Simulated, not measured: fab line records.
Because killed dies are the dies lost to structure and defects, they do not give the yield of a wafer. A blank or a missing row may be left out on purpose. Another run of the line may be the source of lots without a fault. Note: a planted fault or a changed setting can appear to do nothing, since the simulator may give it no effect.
fab line records	flow n5-finfet
record: lots: 9	wafers: 26	last-day: 17
route steps=1938 shown BEOL_M4@1111 BEOL_M8@1350 PASSIVATION@1936
lots that met no fault: taken from a fault-free run of the same line
start-h: the number of hours between the record's first day and the start of the first shown wafer of the lot	wait-h: hours from the lot's prior step to this one	" same as the row above	L1.1+2: a row that stands for several wafers	- either no value or no given start	* or withheld: withheld	< > ~ a bound
route shown NAME@n: a module of which the file shows steps, and the number in the route of the first	usual: mean/standard deviation taken from wafers without a fault	same: alike in all rows	chamber/n: place in a boat	sites: per-site readings	_std_site: how widely they spread, as a standard deviation	_edge_site: inner sites' mean taken away from outer sites' mean	radius-mm: for every site, how far away it sits from the centre of the wafer	mask NAME#n: copy n	behind: tool/chamber where the wafer was last shaped	hold: reason for holding the lot/hours on hold/outcome of the hold	device: whichever transistor did not switch (one of n, p or np)	end of line: the route-end tests of the same wafers	a step with no rows: only its recipe	killed: dies that structure and defects cost at the first sort, which is not the same as the wafer's yield	map: shows each die of a wafer: x if killed, . if not, _ if none is there
set.NAME: the setting as run; set.NAME@STEP: as run at that earlier step	model.NAME: the simulator's own value behind a step, which no gauge read
the route's steps for a sample of lots (tables are steps, rows are wafers)
services: when a tool's chamber went out of use (start-h, in hours from the record's first day, below 0 if earlier), for how many hours, and the reason
== steps ==
step: N5_BEOL_M4_RC_MEAS_101
usual: DIBL_N: 37.0/2.3	DIBL_P: 37.3/2.8	IOFF_N: 0.17/0.046	IOFF_P: 0.23/0.054	ION_N: 675/14	ION_P: 460/9.3	SS_N: 71.7/0.73	SS_P: 73.6/0.95	VT_N: 249/3.9	VT_P: -250/3.9
lot.wafer	tool	chamber	start-h	wait-h	DIBL_N[mV/V]	DIBL_P[mV/V]	IOFF_N[nA/um]	IOFF_P[nA/um]	ION_N[uA/um]	ION_P[uA/um]	SS_N[mV/dec]	SS_P[mV/dec]	VT_N[mV]	VT_P[mV]
L760.4	prober-02	0	167.30	0.5	40.3	40.9	0.23	0.31	680	471	72.2	74.8	243	-246
L760.5	"	0	"	"	37.1	35.4	0.15	0.21	676	464	71.3	73.7	251	-251
L760.6	"	0	"	"	43.8	44.8	0.36	0.42	712	478	73.7	76.2	240	-243
L763.3	prober-02	0	190.91	0.3	37.5	37.8	0.18	0.19	682	454	72.0	73.1	248	-252
L763.4	"	0	"	"	36.0	36.8	0.16	0.18	676	453	71.0	73.5	249	-254
L763.5	"	0	"	"	41.5	43.3	0.27	0.28	694	461	73.1	75.4	244	-246
L766.1	prober-02	0	200.18	0.0	35.3	36.6	0.15	0.19	670	458	71.4	73.1	253	-255
L766.2	"	0	"	"	38.5	39.5	0.22	0.25	703	474	72.1	73.8	245	-251
L766.5	"	0	"	"	39.3	40.8	0.23	0.27	706	471	72.3	74.8	248	-249
L765.1	prober-01	0	201.22	0.0	36.5	38.2	0.19	0.25	691	469	72.1	73.1	246	-247
L765.3	"	0	"	"	34.8	36.0	0.14	0.21	653	455	71.9	71.4	251	-248
L765.4	"	0	"	"	40.1	43.2	0.28	0.37	701	483	72.7	74.5	242	-242
L771.1	prober-01	0	235.41	0.0	37.4	35.9	0.17	0.19	670	458	71.4	73.9	247	-251
L771.5	"	0	"	"	37.1	36.5	0.15	0.20	650	450	71.0	72.9	252	-251
L772.1	prober-02	0	248.20	0.0	32.2	32.4	0.11	0.18	655	460	70.1	72.2	256	-253
L772.2	"	0	"	"	39.6	41.7	0.26	0.34	701	478	71.5	75.0	240	-244
L772.6	"	0	"	"	37.6	38.2	0.19	0.26	678	465	72.0	73.4	247	-245
L777.2	prober-02	0	286.35	0.2	33.5	30.7	0.10	0.13	640	440	71.0	72.3	257	-258
L777.3	"	0	"	"	36.2	35.0	0.14	0.18	664	452	71.2	73.1	250	-254
L777.5	"	0	"	"	37.3	35.0	0.16	0.18	666	448	72.1	73.3	250	-253
L778.1	prober-01	0	286.71	0.0	32.3	33.6	0.11	0.14	657	445	71.2	72.2	256	-257
L778.4	"	0	"	"	36.5	38.5	0.18	0.20	679	458	72.3	73.7	249	-252
L778.6	"	0	"	"	32.7	34.1	0.12	0.14	663	449	71.1	72.2	254	-258
L779.1	prober-02	0	288.93	0.0	36.2	33.2	0.15	0.18	670	456	71.6	72.5	253	-253
L779.2	"	0	"	"	37.1	35.2	0.17	0.21	676	454	71.7	72.8	250	-253
L779.6	"	0	"	"	35.3	33.1	0.13	0.18	677	466	70.6	73.1	252	-250
step: N5_BEOL_M8_ETCH_62
recipe: chemistry: N2/H2	target: SOC	target-depth-a: 1100	overetch-a: 220	mask-material: SiARC	temp-c: 40	time-s: 165	ion-energy-ev: 200	pressure-mtorr: 30	source-w: 840	bias-w: 150	n2-flow-sccm: 200	h2-flow-sccm: 200
usual: drypump-motor-current-A: 5.5/0.52	oes-product-au: 0.66/0.076	rf-vpp-V: 524.0/2.7	showerhead-plenum-p-Torr: 2.54/0.094	throttle-valve-pct: 17.7/0.31
lot.wafer	tool	chamber	start-h	wait-h	drypump-motor-current-A	oes-product-au	rf-hours-counter-h	rf-vpp-V	showerhead-plenum-p-Torr	throttle-valve-pct
L760.4	rie-diel-05	1	208.69	0.0	5.4	0.61	193	524.7	2.50	17.8
L760.5	"	3	"	"	4.8	0.60	-	527.4	2.64	17.9
L760.6	"	2	"	"	6.2	0.59	-	520.7	2.43	18.2
L763.3	rie-diel-05	0	221.99	0.0	5.2	0.60	200	523.8	2.51	17.5
L763.4	"	3	"	"	4.8	0.60	205	525.3	2.64	17.9
L763.5	"	2	"	"	6.2	0.59	-	520.4	2.43	18.2
L766.1	rie-diel-03	3	229.41	0.0	6.5	0.63	149	520.0	2.44	18.2
L766.2	"	1	"	"	5.4	0.71	45	523.2	2.46	17.2
L766.5	"	0	"	"	5.2	0.73	-	527.4	2.69	17.5
L765.1	rie-diel-05	2	232.65	0.0	6.2	0.59	215	521.2	2.43	18.2
L765.3	"	1	"	"	5.4	0.60	202	524.3	2.50	17.8
L765.4	"	1	"	"	5.4	0.60	-	523.0	2.50	17.8
L771.1	rie-diel-01	0	264.26	0.0	6.0	0.57	243	525.6	2.61	18.0
L771.5	"	2	"	"	5.6	0.74	-	530.7	2.69	17.3
L772.1	rie-diel-01	3	284.72	0.0	5.7	0.72	44	522.9	2.48	17.4
L772.2	"	0	"	"	6.0	0.57	249	525.3	2.61	18.0
L772.6	"	0	"	"	6.0	0.57	-	525.9	2.61	18.0
L777.2	rie-diel-03	2	325.52	0.0	4.7	0.74	41	523.7	2.49	17.6
L777.3	"	0	"	"	5.2	0.70	61	528.4	2.67	17.6
L777.5	"	2	"	"	4.7	0.75	-	520.6	2.49	17.6
L779.1	rie-diel-03	1	326.19	0.0	5.4	0.69	75	523.1	2.45	17.3
L779.2	"	3	"	"	6.5	0.60	181	521.0	2.43	18.2
L779.6	"	2	"	"	4.7	0.74	-	522.3	2.49	17.6
L778.1	rie-diel-03	2	326.44	0.0	4.7	0.74	42	522.7	2.49	17.6
L778.4	"	0	"	"	5.2	0.70	61	528.1	2.67	17.6
L778.6	"	2	"	"	4.7	0.74	-	521.5	2.49	17.6
step: N5_BEOL_M8_STRIP_67
recipe: chemistry: CF4	resist: SiARC	power-w: 300	bias-power-w: 75	pressure-mtorr: 50	cf4-flow-sccm: 150	rf-frequency-hz: 6e+07
usual: bias-power-w: 74.99/0.2	cf4-flow-sccm: 150.0/0.45	drypump-motor-current-A: 5.5/0.52	oes-product-au: 0.77/0.089	rf-vpp-V: 271.2/1.7	showerhead-plenum-p-Torr: 1.79/0.065	throttle-valve-pct: 13.53/0.29
lot.wafer	tool	chamber	start-h	wait-h	bias-power-w	cf4-flow-sccm	drypump-motor-current-A	oes-product-au	rf-hours-counter-h	rf-vpp-V	showerhead-plenum-p-Torr	throttle-valve-pct
L760.4	rie-diel-05	1	208.84	0.0	74.82	149.7	5.4	0.73	193	270.8	1.75	13.66
L760.5	"	3	"	"	75.02	150.2	4.8	0.71	-	271.5	1.86	13.68
L760.6	"	2	"	"	75.16	149.9	6.2	0.70	-	268.3	1.72	13.87
L763.3	rie-diel-05	0	222.14	0.0	74.95	150.6	5.2	0.70	200	269.1	1.78	13.53
L763.4	"	3	"	"	75.25	149.8	4.8	0.71	205	272.0	1.85	13.67
L763.5	"	2	"	"	75.40	149.5	6.2	0.70	-	270.1	1.72	13.89
L766.1	rie-diel-03	3	229.55	0.0	75.13	150.1	6.4	0.75	149	268.8	1.73	13.86
L766.2	"	1	"	"	75.17	150.1	5.4	0.84	45	270.5	1.74	13.07
L766.5	"	0	"	"	74.76	149.4	5.2	0.86	-	273.5	1.90	13.23
L765.1	rie-diel-05	2	232.79	0.0	74.70	150.6	6.2	0.69	215	269.8	1.72	13.90
L765.3	"	1	"	"	75.21	150.4	5.4	0.71	202	272.0	1.75	13.68
L765.4	"	1	"	"	75.14	150.8	5.4	0.72	-	268.9	1.75	13.68
L771.1	rie-diel-01	0	264.41	0.0	74.71	149.8	6.0	0.68	243	272.1	1.82	13.73
L771.5	"	2	"	"	75.26	150.1	5.5	0.87	-	274.4	1.91	13.25
L772.1	rie-diel-01	3	284.87	0.0	74.82	150.5	5.7	0.85	44	270.9	1.76	13.26
L772.2	"	0	"	"	75.24	151.3	6.0	0.67	249	270.6	1.82	13.76
L772.6	"	0	"	"	74.94	150.6	6.0	0.67	-	273.1	1.82	13.74
L777.2	rie-diel-03	2	325.67	0.0	75.05	149.4	4.7	0.88	41	269.6	1.75	13.22
L777.3	"	0	"	"	74.93	150.2	5.2	0.83	61	275.8	1.89	13.31
L777.5	"	2	"	"	75.07	150.2	4.7	0.88	-	271.8	1.75	13.22
L779.1	rie-diel-03	1	326.33	0.0	74.94	150.1	5.4	0.81	75	269.7	1.73	13.14
L779.2	"	3	"	"	74.89	149.8	6.5	0.72	181	268.9	1.72	13.95
L779.6	"	2	"	"	75.35	150.4	4.7	0.88	-	270.6	1.75	13.22
L778.1	rie-diel-03	2	326.59	0.0	74.87	150.4	4.7	0.87	42	270.4	1.75	13.21
L778.4	"	0	"	"	74.88	150.5	5.2	0.82	61	273.9	1.89	13.32
L778.6	"	2	"	"	74.75	150.5	4.7	0.88	-	270.8	1.75	13.24
step: N5_BEOL_M8_STRIP_36
recipe: chemistry: N2/H2	power-w: 450	temp-c: 40	pressure-mtorr: 20	rf-frequency-hz: 6e+07	overash-fraction: 0.3	bias-power-w: 7	h2-frac: 0.5	n2-flow-sccm: 200	h2-flow-sccm: 200
usual: bias-power-w: 7.004/0.021	chamber-pressure-mTorr: 20.00/0.031	drypump-motor-current-A: 5.5/0.56	oes-product-au: 0.76/0.092	rf-vpp-V: 59.2/1.5	showerhead-plenum-p-Torr: 2.52/0.091	throttle-valve-pct: 23.5/0.42
lot.wafer	tool	chamber	start-h	wait-h	bias-power-w	chamber-pressure-mTorr	drypump-motor-current-A	oes-product-au	rf-hours-counter-h	rf-vpp-V	showerhead-plenum-p-Torr	throttle-valve-pct
L760.4	rie-diel-03	0	211.92	0.0	6.995	19.99	5.2	0.88	25	57.3	2.68	23.4
L760.5	"	0	"	"	7.025	20.06	5.2	0.87	-	58.3	2.69	23.4
L760.6	"	1	"	"	6.990	20.03	5.4	0.83	-	58.7	2.46	22.8
L763.3	rie-diel-05	3	224.49	0.0	7.038	19.93	4.8	0.69	206	60.3	2.63	23.6
L763.4	"	2	"	"	6.997	20.02	6.3	0.69	211	57.9	2.42	24.2
L763.5	"	2	"	"	6.986	19.98	6.2	0.69	-	58.9	2.42	24.2
L766.1	rie-diel-03	0	233.57	0.0	6.981	20.00	5.2	0.85	32	59.6	2.68	23.4
L766.2	"	2	"	"	6.997	20.06	4.7	0.95	11	58.8	2.50	23.4
L766.5	"	0	"	"	6.997	20.02	5.2	0.86	-	58.0	2.68	23.4
L765.1	rie-diel-01	1	234.60	0.0	7.053	20.03	5.9	0.70	201	59.0	2.61	23.7
L765.3	"	3	"	"	6.991	19.97	5.7	0.87	26	60.6	2.48	23.0
L765.4	"	1	"	"	7.010	20.01	5.9	0.69	-	60.6	2.61	23.7
L771.1	rie-diel-03	3	267.05	0.0	6.992	19.97	6.4	0.72	162	58.5	2.43	24.1
L771.5	"	0	"	"	7.017	20.04	5.2	0.83	-	60.1	2.68	23.5
L772.1	rie-diel-05	2	285.95	0.0	6.981	20.02	6.2	0.67	229	57.9	2.42	24.2
L772.2	"	3	"	"	7.010	20.02	4.8	0.69	228	59.0	2.62	23.6
L772.6	"	2	"	"	7.008	20.02	6.2	0.67	-	58.9	2.42	24.2
L779.1	rie-diel-03	0	328.58	0.0	7.027	19.96	5.2	0.81	62	58.1	2.67	23.5
L779.2	"	2	"	"	6.990	20.01	4.7	0.89	42	58.0	2.49	23.5
L779.6	"	3	"	"	6.975	19.91	6.4	0.71	-	57.3	2.42	24.2
L777.2	rie-diel-03	0	329.17	0.0	-	-	-	-	-	-	-	-
L777.3	"	3	"	"	-	-	-	-	-	-	-	-
L777.5	"	3	"	"	-	-	-	-	-	-	-	-
L778.1	rie-diel-03	0	329.88	0.0	-	-	-	-	-	-	-	-
L778.4	"	2	"	"	-	-	-	-	-	-	-	-
L778.6	"	2	"	"	-	-	-	-	-	-	-	-
step: N5_BEOL_M8_TRENCH_ETCH_37
recipe: chemistry: C4F6/O2	target-depth-a: 934.78	target: SiCOH_lowk	time-s: 31.2	ion-energy-ev: 250	pressure-mtorr: 30	source-w: 345	bias-w: 185	Ar_flow_sccm: 300	C4F6_flow_sccm: 10	O2_flow_sccm: 10
usual: drypump-motor-current-A: 5.5/0.56	mfc-ar-sccm: 300.0/0.84	oes-product-au: 0.77/0.092	rf-vpp-V: 659/13	showerhead-plenum-p-Torr: 2.84/0.11	throttle-valve-pct: 20.85/0.26
lot.wafer	tool	chamber	start-h	wait-h	drypump-motor-current-A	mfc-ar-sccm	oes-product-au	rf-hours-counter-h	rf-vpp-V	showerhead-plenum-p-Torr	throttle-valve-pct
L760.4	rie-diel-03	0	-	-	5.2	300.4	0.88	25	670	3.07	20.91
L760.5	"	0	"	"	5.2	299.1	0.88	-	668	3.07	20.92
L760.6	"	1	"	"	5.4	299.7	0.86	-	657	2.79	20.50
L763.3	rie-diel-05	3	-	-	4.8	300.6	0.71	206	662	2.94	20.91
L763.4	"	2	"	"	6.2	299.4	0.69	211	638	2.72	21.27
L763.5	"	2	"	"	6.2	300.5	0.70	-	639	2.72	21.27
L766.1	rie-diel-03	0	-	-	5.2	301.2	0.87	32	671	3.06	20.93
L766.2	"	2	"	"	4.7	300.6	0.95	11	653	2.78	20.51
L766.5	"	0	"	"	5.2	300.6	0.86	-	669	3.06	20.93
L765.1	rie-diel-01	1	-	-	5.9	301.2	0.70	201	684	2.91	20.94
L765.3	"	3	"	"	5.7	301.1	0.86	26	673	2.78	20.47
L765.4	"	1	"	"	5.9	300.0	0.68	-	684	2.91	20.94
L771.1	rie-diel-03	3	-	-	6.5	300.0	0.73	162	655	2.72	21.14
L771.5	"	0	"	"	5.3	301.1	0.82	-	670	3.06	20.94
L772.1	rie-diel-05	2	-	-	6.2	300.4	0.67	229	637	2.71	21.31
L772.2	"	3	"	"	4.8	301.6	0.70	228	661	2.93	20.96
L772.6	"	2	"	"	6.2	300.7	0.68	-	639	2.71	21.30
L779.1	rie-diel-03	0	-	-	5.2	299.6	0.81	62	668	3.05	20.99
L779.2	"	2	"	"	4.7	299.2	0.88	42	654	2.77	20.54
L779.6	"	3	"	"	6.4	300.4	0.71	-	652	2.71	21.18
L777.2	rie-diel-03	0	329.21	0.0	5.2	299.3	0.81	62	669	3.05	20.97
L777.3	"	3	"	"	6.4	298.2	0.71	182	655	2.71	21.21
L777.5	"	3	"	"	6.5	299.7	0.71	-	655	2.71	21.17
L778.1	rie-diel-03	0	329.92	0.0	5.2	298.9	0.81	62	669	3.05	20.97
L778.4	"	2	"	"	4.7	301.7	0.88	43	654	2.77	20.54
L778.6	"	2	"	"	4.7	299.5	0.87	-	652	2.77	20.53
step: N5_PASSIVATION_PROBE_49
usual: defect-limited-yield: 91.5/1.3	killed_at_M0_to_M3: 36/10	killed_at_M4_up: 13/4.7	killed-at-contacts: 13/6.7	killed-at-front-end: 37/9.7	killed-at-other: 2.6/2.3	killed-dies: 101/15	killed-on-rim: 14/4.3	killed-open: 67/12	killed-short: 32/6.7	sort_bin_4_leakage: 0.0/0.31	sort_bin_5_function: 5.0/0.89	sort_bin_6_memory: 3.2/0.63	sort-n-pass: 1079/16	sort-yield-pct: 91.4/1.4
same: gross-dies: 1180	killed-at-back-side: 0	sort_bin_8_speed[%]: 0
lot.wafer	tool	chamber	start-h	wait-h	defect-limited-yield[%]	killed_at_M0_to_M3	killed_at_M4_up	killed-at-contacts	killed-at-front-end	killed-at-other	killed-dies	killed-on-rim	killed-open	killed-short	sort_bin_4_leakage[%]	sort_bin_5_function[%]	sort_bin_6_memory[%]	sort-n-pass	sort-yield-pct[%]
L760.4	prober-02	-	285.78	0.2	88.9	56	13	15	44	3	131	13	85	44	0	6.0	4.7	1049	88.9
L760.5	prober-02	-	285.83	0.3	90.4	51	18	9	34	1	113	11	73	32	0	5.1	3.6	1067	90.4
L760.6	prober-02	-	285.88	0.3	90.3	37	11	16	50	0	114	10	85	25	3.6	6.3	3.3	1023	86.7
L763.3	prober-01	-	294.08	0.1	92.6	29	15	8	23	12	87	12	55	32	0	3.7	3.1	1093	92.6
L763.4	prober-01	-	294.13	0.2	89.1	41	33	1	50	4	129	21	88	41	0	6.4	4.4	1051	89.1
L763.5	prober-01	-	294.18	0.2	92.2	34	14	7	28	9	92	9	58	34	0	4.8	2.5	1088	92.2
L766.1	prober-02	-	309.42	0.0	91.1	26	12	22	45	0	105	14	80	24	0	5.0	3.5	1075	91.1
L766.2	prober-02	-	309.47	0.1	90.9	35	10	10	45	7	107	15	64	42	0	4.7	4.2	1073	90.9
L766.5	prober-02	-	309.62	0.2	89.7	43	22	12	43	1	121	15	81	39	0	6.0	3.8	1059	89.7
L765.1	prober-02	-	313.49	0.0	92.6	30	16	11	29	1	87	8	55	31	0	4.3	2.7	1093	92.6
L765.3	prober-02	-	313.59	0.1	91.7	45	2	9	39	3	98	14	59	34	0	5.1	3.0	1082	91.7
L765.4	prober-02	-	313.64	0.2	91.9	38	9	6	40	3	96	21	53	42	0.3	5.4	2.3	1081	91.6
L771.1	prober-02	-	349.39	0.0	92.1	32	14	13	33	1	93	23	68	21	0	5.7	2.2	1087	92.1
L771.5	prober-02	-	349.59	0.2	91.2	32	22	15	35	0	104	14	71	31	0	4.7	3.7	1076	91.2
L772.1	prober-01	-	364.05	0.0	91.2	34	11	14	41	4	104	19	77	26	0	4.6	3.9	1076	91.2
L772.2	prober-01	-	364.10	0.1	92.5	25	19	6	38	1	89	13	56	31	0	4.2	3.1	1091	92.5
L772.6	prober-01	-	364.30	0.3	92.5	27	8	13	38	3	89	9	57	31	0	4.2	3.3	1091	92.5
L779.1	prober-02	-	387.00	0.0	92.1	30	20	9	32	2	93	9	60	31	0	4.6	3.0	1087	92.1
L779.2	prober-02	-	387.05	0.1	91.6	34	7	26	30	2	99	15	62	36	0	4.8	3.5	1081	91.6
L779.6	prober-02	-	387.25	0.3	94.0	27	11	14	16	3	71	13	54	17	0	3.6	2.3	1109	94.0
L777.2	prober-02	-	398.03	0.1	0	39	1092	2	45	2	1180	152	64	35	0	96.6	3.0	0	0
L777.3	prober-02	-	398.08	0.1	0	43	1090	5	39	3	1180	152	70	24	0	97.6	2.3	0	0
L777.5	prober-02	-	398.18	0.2	0	33	1105	13	28	1	1180	152	60	25	0	96.9	3.0	0	0
L778.1	prober-02	-	402.38	0.0	0	28	1109	15	26	2	1180	152	68	16	0	96.9	3.1	0	0
L778.4	prober-02	-	402.53	0.2	0	28	1117	1	31	3	1180	152	50	27	0	97.6	2.3	0	0
L778.6	prober-02	-	402.63	0.3	0	34	1103	10	33	0	1180	152	56	29	0	96.6	3.0	0	0
killed by level:class
L760.4 MOL_CONTACT_COAG:geometric-particle:open=11 BEOL_M1:geometric-particle:open=11 BEOL_M2:geometric-particle:open=11 FIN_SAQP:geometric-particle:open=8 STI_FIN_REVEAL:geometric-particle:open=8 BEOL_M3:geometric-particle:open=8 FIN_SAQP:geometric-particle:short=7 BEOL_M2:geometric-particle:short=7
L760.5 BEOL_M1:geometric-particle:open=14 MOL_CONTACT_COAG:geometric-particle:open=9 STI_FIN_REVEAL:geometric-particle:open=8 BEOL_M0_SAQP:geometric-particle:short=8 BEOL_M0_SAQP:geometric-particle:open=7 FIN_SAQP:geometric-particle:open=6 BEOL_M2:geometric-particle:open=6 HKMG_FIN:area-etch=6
L760.6 STI_FIN_REVEAL:geometric-particle:open=13 MOL_CONTACT_COAG:geometric-particle:open=13 FIN_SAQP:geometric-particle:short=10 BEOL_M2:geometric-particle:open=10 FIN_SAQP:geometric-particle:open=8 BEOL_M1:geometric-particle:open=7 BEOL_M3:geometric-particle:open=7 BEOL_M0_SAQP:geometric-particle:short=6
L763.3 FIN_SAQP:geometric-particle:open=9 BEOL_M0_SAQP:geometric-particle:short=8 MOL_CONTACT_COAG:geometric-particle:open=7 BEOL_M0_SAQP:geometric-particle:open=6 FIN_SAQP:geometric-particle:short=5 BEOL_M2:geometric-particle:open=5 BEOL_M5:geometric-particle:open=4 BEOL_M1:geometric-particle:open=4
L763.4 FIN_SAQP:geometric-particle:short=16 BEOL_M4:geometric-particle:open=15 FIN_SAQP:geometric-particle:open=11 BEOL_M1:geometric-particle:open=10 BEOL_M2:geometric-particle:open=8 BEOL_M0_SAQP:geometric-particle:short=7 DUMMY_GATE:geometric-particle:open=5 BEOL_M5:geometric-particle:open=5
L763.5 BEOL_M0_SAQP:geometric-particle:open=12 FIN_SAQP:geometric-particle:open=9 BEOL_M0_SAQP:geometric-particle:short=8 BEOL_M4:geometric-particle:open=7 STARTING-WAFER:geometric-particle:short=5 FIN_SAQP:geometric-particle:short=4 MOL_CONTACT_COAG:geometric-particle:open=4 DUMMY_GATE:geometric-particle:open=3
L766.1 MOL_CONTACT_COAG:geometric-particle:open=18 FIN_SAQP:geometric-particle:open=14 BEOL_M1:geometric-particle:open=8 BEOL_M2:geometric-particle:open=7 DUMMY_GATE:geometric-particle:open=5 BEOL_M3:geometric-particle:open=5 FIN_SAQP:geometric-particle:short=4 MOL_CONTACT_COAG:geometric-particle:short=4
L766.2 FIN_SAQP:geometric-particle:open=15 FIN_SAQP:geometric-particle:short=12 BEOL_M0_SAQP:geometric-particle:short=9 MOL_CONTACT_COAG:geometric-particle:open=8 BEOL_M0_SAQP:geometric-particle:open=7 BEOL_M1:geometric-particle:open=6 BEOL_M3:geometric-particle:open=6 STI_FIN_REVEAL:geometric-particle:open=5
L766.5 FIN_SAQP:geometric-particle:open=14 BEOL_M0_SAQP:geometric-particle:open=11 MOL_CONTACT_COAG:geometric-particle:open=9 BEOL_M0_SAQP:geometric-particle:short=9 BEOL_M3:geometric-particle:open=9 BEOL_M4:geometric-particle:open=8 BEOL_M2:geometric-particle:open=6 BEOL_M4:geometric-particle:short=6
L765.1 BEOL_M0_SAQP:geometric-particle:short=16 MOL_CONTACT_COAG:geometric-particle:open=10 BEOL_M0_SAQP:geometric-particle:open=8 BEOL_M4:geometric-particle:open=5 BEOL_M6:geometric-particle:open=4 STI_FIN_REVEAL:geometric-particle:open=4 DUMMY_GATE:geometric-particle:short=4 DUMMY_GATE:geometric-particle:open=4
L765.3 BEOL_M0_SAQP:geometric-particle:open=13 BEOL_M0_SAQP:geometric-particle:short=12 BEOL_M3:geometric-particle:open=10 FIN_SAQP:geometric-particle:short=8 STI_FIN_REVEAL:geometric-particle:open=8 FIN_SAQP:geometric-particle:open=5 DUMMY_GATE:geometric-particle:open=5 MOL_CONTACT_COAG:geometric-particle:short=5
L765.4 BEOL_M0_SAQP:geometric-particle:short=15 BEOL_M0_SAQP:geometric-particle:open=13 STI_FIN_REVEAL:geometric-particle:open=9 DUMMY_GATE:geometric-particle:short=6 DUMMY_GATE:geometric-particle:open=5 MOL_CONTACT_COAG:geometric-particle:open=5 STARTING-WAFER:geometric-particle:open=4 BEOL_M2:geometric-particle:open=3
L771.1 MOL_CONTACT_COAG:geometric-particle:open=11 STI_FIN_REVEAL:geometric-particle:open=10 BEOL_M0_SAQP:geometric-particle:open=7 BEOL_M1:geometric-particle:open=7 BEOL_M3:geometric-particle:open=6 BEOL_M4:geometric-particle:open=6 STI_FIN_REVEAL:geometric-particle:short=4 DUMMY_GATE:geometric-particle:open=4
L771.5 MOL_CONTACT_COAG:geometric-particle:open=11 BEOL_M1:geometric-particle:open=7 BEOL_M3:geometric-particle:open=7 STI_FIN_REVEAL:geometric-particle:open=6 GATE_CUT:geometric-particle:open=6 BEOL_M4:geometric-particle:open=5 DUMMY_GATE:geometric-particle:open=4 ILD0:geometric-particle:open=4
L772.1 MOL_CONTACT_COAG:geometric-particle:open=14 BEOL_M1:geometric-particle:open=9 STI_FIN_REVEAL:geometric-particle:open=8 FIN_SAQP:geometric-particle:open=7 BEOL_M0_SAQP:geometric-particle:open=7 BEOL_M3:geometric-particle:open=7 FIN_SAQP:geometric-particle:short=6 GATE_CUT:geometric-particle:short=6
L772.2 BEOL_M4:geometric-particle:open=14 BEOL_M0_SAQP:geometric-particle:short=9 BEOL_M0_SAQP:geometric-particle:open=7 MOL_CONTACT_COAG:geometric-particle:open=6 STI_FIN_REVEAL:geometric-particle:open=6 STARTING-WAFER:geometric-particle:short=5 BEOL_M1:geometric-particle:open=5 STI_FIN_REVEAL:geometric-particle:short=4
L772.6 MOL_CONTACT_COAG:geometric-particle:open=11 BEOL_M0_SAQP:geometric-particle:short=10 FIN_SAQP:geometric-particle:open=8 FIN_SAQP:geometric-particle:short=7 STI_FIN_REVEAL:geometric-particle:open=7 BEOL_M0_SAQP:geometric-particle:open=7 BEOL_M1:geometric-particle:open=5 GATE_CUT:geometric-particle:open=4
L779.1 BEOL_M4:geometric-particle:open=9 MOL_CONTACT_COAG:geometric-particle:open=8 STI_FIN_REVEAL:geometric-particle:open=6 BEOL_M0_SAQP:geometric-particle:open=6 BEOL_M0_SAQP:geometric-particle:short=6 GATE_CUT:geometric-particle:short=5 BEOL_M2:geometric-particle:open=5 BEOL_M3:geometric-particle:open=4
L779.2 MOL_CONTACT_COAG:geometric-particle:open=22 BEOL_M0_SAQP:geometric-particle:short=13 STI_FIN_REVEAL:geometric-particle:open=5 GATE_CUT:geometric-particle:short=5 BEOL_M0_SAQP:geometric-particle:open=5 BEOL_M3:geometric-particle:open=5 FIN_SAQP:geometric-particle:short=4 MOL_CONTACT_COAG:geometric-particle:short=4
L779.6 BEOL_M2:geometric-particle:open=12 MOL_CONTACT_COAG:geometric-particle:open=10 DUMMY_GATE:geometric-particle:open=4 MOL_CONTACT_COAG:geometric-particle:short=4 BEOL_M1:geometric-particle:open=4 BEOL_M3:geometric-particle:open=4 BEOL_M0_SAQP:geometric-particle:short=3 BEOL_M4:geometric-particle:open=3
L777.2 BEOL_M8:area-ald=1080 DUMMY_GATE:geometric-particle:open=8 STI_FIN_REVEAL:geometric-particle:open=7 BEOL_M0_SAQP:geometric-particle:short=7 BEOL_M2:geometric-particle:open=7 GATE_CUT:geometric-particle:short=6 BEOL_M3:geometric-particle:open=6 BEOL_M1:geometric-particle:open=6
L777.3 BEOL_M8:area-ald=1084 BEOL_M3:geometric-particle:open=13 FIN_SAQP:geometric-particle:open=10 GATE_CUT:geometric-particle:short=9 BEOL_M1:geometric-particle:open=8 DUMMY_GATE:geometric-particle:open=7 MOL_CONTACT_COAG:geometric-particle:open=5 BEOL_M2:geometric-particle:open=5
L777.5 BEOL_M8:area-ald=1095 MOL_CONTACT_COAG:geometric-particle:open=10 BEOL_M2:geometric-particle:open=8 FIN_SAQP:geometric-particle:open=5 FIN_SAQP:geometric-particle:short=5 BEOL_M0_SAQP:geometric-particle:open=5 BEOL_M1:geometric-particle:open=5 DUMMY_GATE:geometric-particle:open=4
L778.1 BEOL_M8:area-ald=1095 MOL_CONTACT_COAG:geometric-particle:open=15 BEOL_M1:geometric-particle:open=11 STI_FIN_REVEAL:geometric-particle:open=8 BEOL_M0_SAQP:geometric-particle:open=8 BEOL_M4:geometric-particle:open=7 FIN_SAQP:geometric-particle:open=6 BEOL_M0_SAQP:geometric-particle:short=4
L778.4 BEOL_M8:area-ald=1102 BEOL_M0:geometric-particle:open=8 FIN_SAQP:geometric-particle:open=6 DUMMY_GATE:geometric-particle:open=6 BEOL_M1:geometric-particle:open=6 BEOL_M4:geometric-particle:open=6 BEOL_M0_SAQP:geometric-particle:short=5 BEOL_M4:geometric-particle:short=5
L778.6 BEOL_M8:area-ald=1094 BEOL_M3:geometric-particle:open=13 FIN_SAQP:geometric-particle:open=9 MOL_CONTACT_COAG:geometric-particle:open=7 BEOL_M2:geometric-particle:open=7 FIN_SAQP:geometric-particle:short=6 STI_FIN_REVEAL:geometric-particle:open=5 BEOL_M1:geometric-particle:open=5
== services ==
tool	chamber	start-h	hours	kind
rie-diel-05	3	226.98	4.9	repair
rie-diel-01	2	234.02	5.6	repair
rie-diel-05	2	241.81	11.7	repair
rie-diel-05	1	284.48	2.8	repair
rie-diel-01	0	288.98	-	clean
rie-diel-01	0	288.98	-	consumable-replace:focus-ring
rie-diel-01	0	288.98	18.9	scheduled-down
rie-diel-01	0	288.98	18.9	vent-cycle
== key ==
first-sign: step: N5_BEOL_M8_STRIP_36	reading: tool-record	direction: missing
effect: step: N5_PASSIVATION_PROBE_49	reading: killed_at_M4_up	direction: up	sigmas: 99+	usual: 13	struck: 1103
more-kills-born-at: N5_BEOL_M8_ALD_77@ald-metal-02: 3291	N5_BEOL_M8_ALD_77@ald-metal-01: 3259
met-at N5_BEOL_M8_STRIP_36
struck-lots L777,L778
later-rows-left-out L777.2,L777.3,L777.5,L778.1,L778.4,L778.6
not-acting-at N5_BEOL_M8_ETCH_62,N5_BEOL_M8_STRIP_67,N5_BEOL_M8_TRENCH_ETCH_37
onset-between 328.58 329.17
fault: kind: skipped-step-whole	tool: rie-diel-03	chamber: -	onset-h: 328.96	steps: N5_BEOL_M8_STRIP_36	scope: struck-lots-only
later-rows-left-out: the simulator's readings of these wafers behind a module that went badly wrong aren't trusted and aren't shown, but for the sort
